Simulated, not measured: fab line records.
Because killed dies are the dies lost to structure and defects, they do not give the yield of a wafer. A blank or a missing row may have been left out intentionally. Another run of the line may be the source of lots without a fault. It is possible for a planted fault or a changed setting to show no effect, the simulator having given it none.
fab line records -- flow n5-finfet
record: lots: 6, wafers: 18, last-day: 17
route steps=1938 shown BEOL_M1@765 BEOL_M4@1111
lots with no fault: from the same line, run without faults
start-h: the number of hours between the record's first day and the start of the first shown wafer of the lot -- wait-h: hours from the lot's prior step to this one -- " as in the row above -- L1.1+2: a single row standing in for several wafers -- - no value, or no start was given -- * or withheld: withheld -- < > ~ a bound
route shown NAME@n: NAME is a module with steps in the file, n the number in the route of the first one -- usual: mean and standard deviation over wafers with no fault -- same: alike in all rows -- chamber/n: place in a boat -- sites: each site's reading -- _std_site: the values' standard deviation -- _edge_site: the outer-site mean with the inner-site mean subtracted -- radius-mm: how far each site lies from the wafer's centre -- mask NAME#n: copy n -- behind: the tool/chamber that last shaped the wafer -- hold: why the lot was held/for how many hours/how that ended -- device: the transistor (n, p or np) that didn't switch -- end of line: the route-end tests of the same wafers -- a step without rows: its recipe alone -- killed: dies that structure and defects cost at the first sort, which is not the same as the wafer's yield -- map: the dies of a wafer, with x for killed, . for not killed, _ for no die there
set.NAME: the setting the step ran with; set.NAME@STEP: the setting that earlier step ran with -- model.NAME: the simulator's own value behind a step, which no gauge read
lots at some steps of the route; a table a step, a row a wafer
services: a tool's chamber out of use, with start hour (start-h, from the record's first day; less than 0 if before it), hours out, and reason
== steps ==
step: N5_BEOL_M1_OVL_MEAS_12
recipe: points-per-wafer: 522
usual: M1_OVL: 0.5/0.64
lot.wafer,tool,chamber,start-h,wait-h,M1_OVL[nm]
L346.1,overlay-02,0,134.98,0.0,-0.2
L346.5,overlay-02,0,134.98,0.0,-0.1
L346.6,overlay-02,0,134.98,0.0,0.3
L351.2,overlay-01,0,161.82,0.0,0.8
L351.3,overlay-01,0,161.82,0.0,0.9
L351.4,overlay-01,0,161.82,0.0,1.6
L358.1,overlay-02,0,200.18,0.0,-0.2
L358.2,overlay-02,0,200.18,0.0,0.0
L358.5,overlay-02,0,200.18,0.0,0.9
L360.1,overlay-01,0,215.32,0.0,0.8
L360.2,overlay-01,0,215.32,0.0,-0.7
L360.3,overlay-01,0,215.32,0.0,-0.5
L364.1,overlay-02,0,237.08,0.0,1.9
L364.3,overlay-02,0,237.08,0.0,1.4
L364.5,overlay-02,0,237.08,0.0,0.7
L366.2,overlay-02,0,244.90,0.0,0.8
L366.3,overlay-02,0,244.90,0.0,-0.5
L366.6,overlay-02,0,244.90,0.0,0.4
step: N5_BEOL_M1_INSPECT_13
recipe: mode: adi, inspect-instrument: brightfield
usual: raw-defect-count: 392/110
lot.wafer,tool,chamber,start-h,wait-h,raw-defect-count
L346.1,defect-inspect-02,-,135.04,0.1,328
L346.5,defect-inspect-02,-,135.04,0.1,252
L346.6,defect-inspect-02,-,135.04,0.1,230
L351.2,defect-inspect-01,-,161.87,0.0,754
L351.3,defect-inspect-01,-,161.87,0.0,573
L351.4,defect-inspect-01,-,161.87,0.0,707
L358.1,defect-inspect-02,-,200.24,0.1,300
L358.2,defect-inspect-02,-,200.24,0.1,404
L358.5,defect-inspect-02,-,200.24,0.1,275
L360.1,defect-inspect-02,-,215.37,0.1,549
L360.2,defect-inspect-02,-,215.37,0.1,425
L360.3,defect-inspect-02,-,215.37,0.1,361
L364.1,defect-inspect-01,-,237.14,0.1,410
L364.3,defect-inspect-01,-,237.14,0.1,507
L364.5,defect-inspect-01,-,237.14,0.1,344
L366.2,defect-inspect-01,-,244.95,0.0,391
L366.3,defect-inspect-01,-,244.95,0.0,305
L366.6,defect-inspect-01,-,244.95,0.0,458
step: N5_BEOL_M1_DESCUM_16
recipe: chemistry: O2, time-s: 7, source-power-w: 50, bias-power-w: 20, pressure-mtorr: 20, rf-frequency-hz: 2.712e+07, temp-c: 40, resist: CAR-EUV, o2-flow-sccm: 225
step: N5_BEOL_M1_ETCH_74
recipe: chemistry: N2/H2, target: underlayer, target-depth-a: 65, mask-material: CAR-EUV, time-s: 5.2, ion-energy-ev: 200, pressure-mtorr: 30, source-w: 840, bias-w: 150, n2-flow-sccm: 200, h2-flow-sccm: 200, ends: cleared
usual: drypump-motor-current-A: 5.5/0.51, etch-rf-on-time-s: 5.17/0.13, oes-product-au: 0.67/0.094, rf-vpp-V: 524.1/2.7, showerhead-plenum-p-Torr: 2.54/0.091, throttle-valve-pct: 17.7/0.37
lot.wafer,tool,chamber,start-h,wait-h,drypump-motor-current-A,etch-rf-on-time-s,oes-product-au,rf-hours-counter-h,rf-vpp-V,showerhead-plenum-p-Torr,throttle-valve-pct
L346.1,rie-diel-03,2,135.11,0.0,6.6,5.17,0.66,139,525.8,2.63,17.6
L346.5,rie-diel-03,3,135.11,0.0,5.4,5.07,0.61,-,525.5,2.50,18.2
L346.6,rie-diel-03,2,135.11,0.0,6.6,5.11,0.67,-,526.3,2.63,17.6
L351.2,rie-diel-05,2,161.94,0.0,5.7,5.11,0.58,231,524.7,2.61,17.4
L351.3,rie-diel-05,0,161.94,0.0,5.5,5.13,0.78,37,525.6,2.57,17.1
L351.4,rie-diel-05,3,161.94,0.0,5.0,5.07,0.59,244,524.1,2.49,17.6
L358.1,rie-diel-04,2,200.31,0.0,6.3,5.01,0.61,224,522.4,2.52,18.3
L358.2,rie-diel-04,0,200.31,0.0,5.1,5.14,0.61,216,521.3,2.41,17.8
L358.5,rie-diel-04,1,200.31,0.0,5.0,5.25,0.61,-,521.5,2.42,17.9
L360.1,rie-diel-05,2,215.44,0.0,5.7,5.21,0.56,250,526.0,2.60,17.5
L360.2,rie-diel-05,3,215.44,0.0,5.0,5.00,0.86,3,521.9,2.49,17.1
L360.3,rie-diel-05,0,215.44,0.0,5.5,5.13,0.74,56,524.0,2.57,17.2
L364.1,rie-diel-05,2,237.21,0.0,5.7,5.18,0.56,258,524.9,2.59,17.5
L364.3,rie-diel-05,3,237.21,0.0,5.0,4.94,0.82,11,520.7,2.49,17.1
L364.5,rie-diel-05,0,237.21,0.0,5.5,5.17,0.74,-,527.6,2.56,17.2
L366.2,rie-diel-05,0,245.02,0.0,5.5,5.17,0.73,67,527.4,2.56,17.2
L366.3,rie-diel-05,1,245.02,0.0,5.8,5.42,0.83,1,526.8,2.73,17.6
L366.6,rie-diel-05,1,245.02,0.0,5.8,5.37,0.83,-,527.4,2.73,17.6
step: N5_BEOL_M1_ETCH_63
recipe: chemistry: CF4, target: SiARC, target-depth-a: 156, mask-material: CAR-EUV, time-s: 26, ion-energy-ev: 80, pressure-mtorr: 40, source-w: 545, bias-w: 36, Ar_flow_sccm: 100, cf4-flow-sccm: 100, ends: cleared
usual: drypump-motor-current-A: 5.5/0.51, etch-rf-on-time-s: 25.8/0.66, oes-product-au: 0.68/0.094, rf-vpp-V: 184.2/1.2, showerhead-plenum-p-Torr: 2.14/0.073, throttle-valve-pct: 15.45/0.29
lot.wafer,tool,chamber,start-h,wait-h,drypump-motor-current-A,etch-rf-on-time-s,oes-product-au,rf-hours-counter-h,rf-vpp-V,showerhead-plenum-p-Torr,throttle-valve-pct
L346.1,rie-diel-03,2,135.13,0.0,6.6,26.3,0.65,139,186.1,2.21,15.47
L346.5,rie-diel-03,3,135.13,0.0,5.4,26.0,0.60,-,183.1,2.11,15.95
L346.6,rie-diel-03,2,135.13,0.0,6.6,26.1,0.67,-,185.0,2.21,15.47
L351.2,rie-diel-05,2,161.96,0.0,5.7,26.1,0.58,231,184.5,2.21,15.45
L351.3,rie-diel-05,0,161.96,0.0,5.5,26.0,0.76,37,183.5,2.18,15.05
L351.4,rie-diel-05,3,161.96,0.0,5.0,25.6,0.59,244,183.4,2.10,15.38
L358.1,rie-diel-04,2,200.33,0.0,6.3,24.9,0.61,224,185.2,2.11,15.93
L358.2,rie-diel-04,0,200.33,0.0,5.1,25.3,0.61,216,182.5,2.03,15.55
L358.5,rie-diel-04,1,200.33,0.0,5.0,26.1,0.62,-,182.9,2.05,15.62
L360.1,rie-diel-05,2,215.46,0.0,5.7,26.2,0.56,250,184.1,2.20,15.49
L360.2,rie-diel-05,3,215.46,0.0,5.0,24.7,0.86,3,185.5,2.10,14.89
L360.3,rie-diel-05,0,215.46,0.0,5.5,25.8,0.75,56,185.3,2.17,15.11
L364.1,rie-diel-05,2,237.23,0.0,5.7,26.1,0.56,258,185.5,2.20,15.52
L364.3,rie-diel-05,3,237.23,0.0,5.0,24.9,0.83,11,184.6,2.09,14.92
L364.5,rie-diel-05,0,237.23,0.0,5.5,26.0,0.73,-,185.0,2.17,15.10
L366.2,rie-diel-05,0,245.04,0.0,5.6,26.0,0.73,67,183.5,2.17,15.11
L366.3,rie-diel-05,1,245.04,0.0,5.8,27.2,0.82,1,186.4,2.27,15.11
L366.6,rie-diel-05,1,245.04,0.0,5.8,27.1,0.84,-,185.8,2.27,15.09
step: N5_BEOL_M1_ETCH_64
recipe: chemistry: N2/H2, target: SOC, target-depth-a: 750, overetch-a: 150, mask-material: SiARC, temp-c: 40, time-s: 112.5, ion-energy-ev: 200, pressure-mtorr: 30, source-w: 840, bias-w: 150, n2-flow-sccm: 200, h2-flow-sccm: 200
usual: drypump-motor-current-A: 5.5/0.51, oes-product-au: 0.62/0.083, rf-vpp-V: 524.1/2.8, showerhead-plenum-p-Torr: 2.54/0.091, temp-c: 40.00/0.11, throttle-valve-pct: 17.6/0.37
lot.wafer,tool,chamber,start-h,wait-h,drypump-motor-current-A,oes-product-au,rf-hours-counter-h,rf-vpp-V,showerhead-plenum-p-Torr,temp-c,throttle-valve-pct
L346.1,rie-diel-03,2,135.15,0.0,6.6,0.61,139,526.7,2.63,39.91,17.6
L346.5,rie-diel-03,3,135.15,0.0,5.4,0.55,-,521.1,2.50,39.91,18.2
L346.6,rie-diel-03,2,135.15,0.0,6.6,0.62,-,527.6,2.63,39.81,17.5
L351.2,rie-diel-05,2,161.98,0.0,5.7,0.54,231,527.1,2.61,40.01,17.4
L351.3,rie-diel-05,0,161.98,0.0,5.5,0.71,37,524.0,2.57,39.94,17.1
L351.4,rie-diel-05,3,161.98,0.0,5.0,0.55,244,523.5,2.50,40.00,17.5
L358.1,rie-diel-04,2,200.36,0.0,6.3,0.55,224,521.9,2.52,39.97,18.2
L358.2,rie-diel-04,0,200.36,0.0,5.1,0.56,216,520.7,2.41,40.04,17.7
L358.5,rie-diel-04,1,200.36,0.0,5.0,0.57,-,522.7,2.42,39.82,17.9
L360.1,rie-diel-05,2,215.49,0.0,5.7,0.52,250,525.8,2.60,40.02,17.4
L360.2,rie-diel-05,3,215.49,0.0,5.0,0.77,3,522.3,2.49,40.15,17.1
L360.3,rie-diel-05,0,215.49,0.0,5.5,0.69,56,525.0,2.57,39.84,17.1
L364.1,rie-diel-05,2,237.25,0.0,5.7,0.52,258,524.9,2.59,40.03,17.4
L364.3,rie-diel-05,3,237.25,0.0,5.0,0.75,11,522.7,2.49,39.97,17.1
L364.5,rie-diel-05,0,237.25,0.0,5.5,0.67,-,524.2,2.56,40.01,17.1
L366.2,rie-diel-05,0,245.06,0.0,5.5,0.68,67,524.4,2.56,39.99,17.1
L366.3,rie-diel-05,1,245.06,0.0,5.8,0.79,1,529.4,2.74,40.16,17.6
L366.6,rie-diel-05,1,245.06,0.0,5.8,0.78,-,528.2,2.73,40.21,17.6
step: N5_BEOL_M1_STRIP_65
recipe: chemistry: N2/H2, temp-c: 40, n2-flow-sccm: 200, h2-flow-sccm: 200, rf-frequency-hz: 6e+07
step: N5_BEOL_M1_STRIP_75
recipe: chemistry: N2/H2, temp-c: 40, n2-flow-sccm: 200, h2-flow-sccm: 200, rf-frequency-hz: 6e+07
step: N5_BEOL_M1_STRIP_66
recipe: chemistry: CF4, resist: SiARC, power-w: 300, bias-power-w: 75, pressure-mtorr: 50, cf4-flow-sccm: 150, rf-frequency-hz: 6e+07
step: N5_BEOL_M1_HM_OPEN_17
recipe: chemistry: Cl2/BCl3, target-depth-a: 200, overetch-a: 60, target: TiN, mask-material: SOC, ion-energy-ev: 150, pressure-mtorr: 10, icp-w: 1000, bias-w: 126, Cl2_flow_sccm: 53.25, bcl3-flow-sccm: 21.75, Ar_flow_sccm: 25
usual: drypump-motor-current-A: 5.59/0.14, oes-product-au: 0.58/0.085, throttle-valve-pct: 22.32/0.18
lot.wafer,tool,chamber,start-h,wait-h,drypump-motor-current-A,oes-product-au,rf-hours-counter-h,throttle-valve-pct
L346.1,rie-metal-01,1,135.32,0.0,5.70,0.60,68,22.04
L346.5,rie-metal-01,1,135.32,0.0,5.67,0.60,-,22.04
L346.6,rie-metal-01,0,135.32,0.0,5.36,0.71,-,22.02
L351.2,rie-metal-02,1,162.15,0.0,5.66,0.53,113,22.58
L351.3,rie-metal-02,0,162.15,0.0,5.84,0.77,-,22.26
L351.4,rie-metal-02,1,162.15,0.0,5.64,0.53,-,22.56
L358.1,rie-metal-01,1,200.53,0.0,5.66,0.59,75,22.05
L358.2,rie-metal-01,0,200.53,0.0,5.36,0.68,34,22.07
L358.5,rie-metal-01,0,200.53,0.0,5.34,0.69,-,22.05
L360.1,rie-metal-02,1,215.66,0.0,5.63,0.53,117,22.58
L360.2,rie-metal-02,0,215.66,0.0,5.84,0.75,13,22.26
L360.3,rie-metal-02,0,215.66,0.0,5.85,0.75,-,22.27
L364.1,rie-metal-03,0,237.42,0.0,5.52,0.53,119,22.49
L364.3,rie-metal-03,0,237.42,0.0,5.53,0.52,-,22.50
L364.5,rie-metal-03,1,237.42,0.0,5.59,0.53,-,22.27
L366.2,rie-metal-03,1,245.23,0.0,5.60,0.51,123,22.32
L366.3,rie-metal-03,1,245.23,0.0,5.61,0.52,-,22.30
L366.6,rie-metal-03,1,245.23,0.0,5.61,0.52,-,22.30
step: N5_BEOL_M1_STRIP_19
recipe: chemistry: O2, power-w: 400, temp-c: 40, pressure-mtorr: 30, rf-frequency-hz: 6e+07, bias-power-w: 0, overash-fraction: 0.2, o2-flow-sccm: 225
usual: drypump-motor-current-A: 5.6/0.5, o2-flow-sccm: 225.0/0.68, oes-product-au: 0.75/0.089, rf-vpp-V: 3.7/0.49, showerhead-plenum-p-Torr: 2.07/0.074, temp-c: 39.99/0.12, throttle-valve-pct: 16.62/0.27
lot.wafer,tool,chamber,start-h,wait-h,drypump-motor-current-A,o2-flow-sccm,oes-product-au,rf-hours-counter-h,rf-vpp-V,showerhead-plenum-p-Torr,temp-c,throttle-valve-pct
L346.1,rie-diel-05,1,135.57,0.2,5.8,223.3,0.71,223,4.0,1.99,40.03,16.66
L346.5,rie-diel-05,2,135.57,0.2,5.7,225.7,0.68,-,5.3,2.16,40.05,16.43
L346.6,rie-diel-05,1,135.57,0.2,5.8,224.6,0.71,-,4.6,1.99,40.17,16.65
L351.2,rie-diel-05,3,162.26,0.1,5.0,226.2,0.68,244,3.8,2.04,39.92,16.36
L351.3,rie-diel-05,0,162.26,0.1,5.5,226.4,0.90,37,3.1,2.13,40.09,16.10
L351.4,rie-diel-05,1,162.26,0.1,5.8,224.3,0.70,232,2.9,1.99,40.15,16.66
L358.1,rie-diel-05,0,200.64,0.1,5.5,225.1,0.87,52,3.5,2.12,40.22,16.12
L358.2,rie-diel-05,2,200.64,0.1,5.8,225.0,0.65,246,3.7,2.15,39.82,16.45
L358.5,rie-diel-05,2,200.64,0.1,5.7,225.3,0.66,-,3.4,2.15,39.79,16.46
L360.1,rie-diel-04,2,215.87,0.2,6.3,224.7,0.69,228,3.6,2.07,39.89,17.02
L360.2,rie-diel-04,1,215.87,0.2,5.0,224.7,0.71,177,3.9,2.01,39.99,16.71
L360.3,rie-diel-04,3,215.87,0.2,6.1,224.8,0.77,137,4.2,2.02,40.02,16.74
L364.1,rie-diel-04,1,237.53,0.1,5.0,224.9,0.70,184,3.6,2.00,40.03,16.71
L364.3,rie-diel-04,2,237.53,0.1,6.3,226.3,0.68,236,3.7,2.07,40.23,17.02
L364.5,rie-diel-04,3,237.53,0.1,6.0,225.3,0.76,-,4.0,2.02,39.94,16.75
L366.2,rie-diel-03,1,245.46,0.2,4.9,225.6,0.84,69,4.0,2.20,39.90,16.84
L366.3,rie-diel-03,3,245.46,0.2,5.4,225.7,0.92,21,3.4,2.06,39.99,16.60
L366.6,rie-diel-03,1,245.46,0.2,4.9,225.6,0.84,-,3.1,2.21,39.91,16.85
step: N5_BEOL_M1_CD_MEAS_18
recipe: pitch-nm: 36, target-cd-nm: 18
usual: cd-nm: 17.9/0.35
lot.wafer,tool,chamber,start-h,wait-h,cd-nm
L346.1,cd-sem-03,-,135.64,0.0,18.2
L346.5,cd-sem-03,-,135.64,0.0,17.7
L346.6,cd-sem-03,-,135.64,0.0,18.0
L351.2,cd-sem-02,-,162.33,0.1,18.1
L351.3,cd-sem-02,-,162.33,0.1,18.1
L351.4,cd-sem-02,-,162.33,0.1,17.9
L358.1,cd-sem-01,-,200.71,0.0,18.3
L358.2,cd-sem-01,-,200.71,0.0,17.7
L358.5,cd-sem-01,-,200.71,0.0,17.5
L360.1,cd-sem-01,-,215.94,0.0,17.4
L360.2,cd-sem-01,-,215.94,0.0,18.3
L360.3,cd-sem-01,-,215.94,0.0,18.0
L364.1,cd-sem-03,-,237.60,0.0,17.9
L364.3,cd-sem-03,-,237.60,0.0,18.0
L364.5,cd-sem-03,-,237.60,0.0,18.1
L366.2,cd-sem-02,-,245.53,0.1,18.3
L366.3,cd-sem-02,-,245.53,0.1,17.6
L366.6,cd-sem-02,-,245.53,0.1,18.0
step: N5_BEOL_M1_COAT_67
recipe: resist: SOC, temp-c: 250, time-s: 60, spin-rpm: 1500, resist-thk-nm: 60
usual: heater-power-total-W: 500.5/1.8, plate-temp-C: 249.98/0.17
lot.wafer,tool,chamber,start-h,wait-h,heater-power-total-W,plate-temp-C
L346.1,litho-track-04,0,135.68,0.0,497.3,249.65
L346.5,litho-track-04,0,135.68,0.0,502.3,249.88
L346.6,litho-track-04,0,135.68,0.0,497.7,249.72
L351.2,litho-track-05,0,162.37,0.0,499.0,250.24
L351.3,litho-track-05,0,162.37,0.0,502.8,250.20
L351.4,litho-track-05,0,162.37,0.0,499.0,249.99
L358.1,litho-track-05,0,200.75,0.0,512.2,253.74
L358.2,litho-track-05,0,200.75,0.0,511.8,254.00
L358.5,litho-track-05,0,200.75,0.0,508.4,253.77
L360.1,litho-track-05,0,215.98,0.0,508.1,253.99
L360.2,litho-track-05,0,215.98,0.0,512.8,254.20
L360.3,litho-track-05,0,215.98,0.0,508.2,254.01
L364.1,litho-track-01,0,237.64,0.0,502.3,250.10
L364.3,litho-track-01,0,237.64,0.0,502.2,250.24
L364.5,litho-track-01,0,237.64,0.0,501.8,249.94
L366.2,litho-track-04,0,245.56,0.0,498.9,249.96
L366.3,litho-track-04,0,245.56,0.0,498.4,250.13
L366.6,litho-track-04,0,245.56,0.0,498.1,249.89
step: N5_BEOL_M1_COAT_68
recipe: resist: SiARC, temp-c: 220, time-s: 60, spin-rpm: 1500, resist-thk-nm: 12
step: N5_BEOL_M4_RC_MEAS_101
usual: DIBL_N: 36.1/1.5, DIBL_P: 36.1/1.9, IOFF_N: 0.159/0.029, IOFF_P: 0.21/0.038, ION_N: 675/11, ION_P: 464/8.1, SS_N: 71.5/0.57, SS_P: 73.3/0.64, VT_N: 249/3.1, VT_P: -250/3.8
lot.wafer,tool,chamber,start-h,wait-h,DIBL_N[mV/V],DIBL_P[mV/V],IOFF_N[nA/um],IOFF_P[nA/um],ION_N[uA/um],ION_P[uA/um],SS_N[mV/dec],SS_P[mV/dec],VT_N[mV],VT_P[mV]
L346.1,prober-01,0,174.19,0.0,35.8,35.8,0.143,0.20,676,465,71.2,73.3,251,-251
L346.5,prober-01,0,174.19,0.0,37.5,36.9,0.170,0.21,684,459,71.5,73.2,248,-253
L346.6,prober-01,0,174.19,0.0,38.0,36.7,0.179,0.21,668,460,72.0,73.5,248,-250
L351.2,prober-02,0,199.85,0.2,37.1,36.0,0.168,0.21,689,466,71.5,73.3,247,-250
L351.3,prober-02,0,199.85,0.2,38.0,36.6,0.181,0.22,684,468,72.0,73.3,245,-251
L351.4,prober-02,0,199.85,0.2,35.9,34.7,0.140,0.19,678,465,72.1,72.8,249,-251
L358.1,prober-01,0,248.35,0.0,36.7,37.0,0.166,0.22,682,465,71.9,73.0,248,-248
L358.2,prober-01,0,248.35,0.0,36.1,36.4,0.141,0.20,680,464,71.0,73.5,252,-250
L358.5,prober-01,0,248.35,0.0,34.4,34.9,0.118,0.18,662,458,71.3,73.1,254,-251
L360.1,prober-01,0,255.01,0.0,36.6,35.9,0.169,0.20,678,454,71.3,73.2,247,-255
L360.2,prober-01,0,255.01,0.0,34.8,34.1,0.151,0.19,678,463,70.5,73.4,251,-252
L360.3,prober-01,0,255.01,0.0,37.9,37.3,0.196,0.24,688,465,71.3,73.2,249,-250
L364.1,prober-01,0,276.70,0.0,35.8,37.2,0.159,0.21,658,458,72.3,74.1,251,-249
L364.3,prober-01,0,276.70,0.0,36.3,38.5,0.176,0.22,674,462,71.9,73.8,248,-250
L364.5,prober-01,0,276.70,0.0,35.2,36.8,0.160,0.19,668,456,71.5,73.5,251,-251
L366.2,prober-02,0,300.79,0.2,36.5,37.5,0.160,0.21,679,460,71.0,74.1,250,-253
L366.3,prober-02,0,300.79,0.2,36.1,37.1,0.158,0.20,669,453,71.5,73.8,250,-253
L366.6,prober-02,0,300.79,0.2,34.9,36.2,0.147,0.19,671,456,71.0,73.5,249,-254
== services ==
tool,chamber,start-h,hours,kind
rie-metal-03,0,161.49,16.5,repair
rie-diel-03,3,162.99,-,clean
rie-diel-03,3,162.99,-,consumable-replace:focus-ring
rie-diel-03,3,162.99,17.8,scheduled-down
rie-diel-03,3,162.99,17.8,vent-cycle
rie-diel-05,3,180.01,-,clean
rie-diel-05,3,180.01,-,consumable-replace:focus-ring
rie-diel-05,3,180.01,23.3,scheduled-down
rie-diel-05,3,180.01,23.3,vent-cycle
rie-diel-04,1,183.48,4.8,repair
rie-diel-03,0,193.33,-,clean
rie-diel-03,0,193.33,-,consumable-replace:focus-ring
rie-diel-03,0,193.33,26.6,scheduled-down
rie-diel-03,0,193.33,26.6,vent-cycle
rie-diel-05,1,212.43,-,clean
rie-diel-05,1,212.43,-,consumable-replace:focus-ring
rie-diel-05,1,212.43,-,consumable-replace:showerhead
rie-diel-05,1,212.43,30.8,scheduled-down
rie-diel-05,1,212.43,30.8,vent-cycle
rie-diel-05,2,243.42,-,clean
rie-diel-05,2,243.42,-,consumable-replace:focus-ring
rie-diel-05,2,243.42,18.1,scheduled-down
rie-diel-05,2,243.42,18.1,vent-cycle
== key ==
first-sign: step: N5_BEOL_M1_COAT_67, reading: plate-temp-C, direction: up, sigmas: 23, usual: *, struck: *
effect: step: N5_BEOL_M1_COAT_67, reading: heater-power-total-W, direction: up, sigmas: 5.3, usual: *, struck: *
met-at N5_BEOL_M1_COAT_67
struck-wafers L358.1,L358.2,L358.5,L360.1,L360.2,L360.3
onset-between 162.37 200.75
fault: kind: process-parameter-drift, tool: litho-track-05, chamber: -, onset-h: 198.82, steps: N5_BEOL_M1_COAT_67, channel: temp-c, offset: *, shape: step, end-h: 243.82, acts-in: *, stated: *
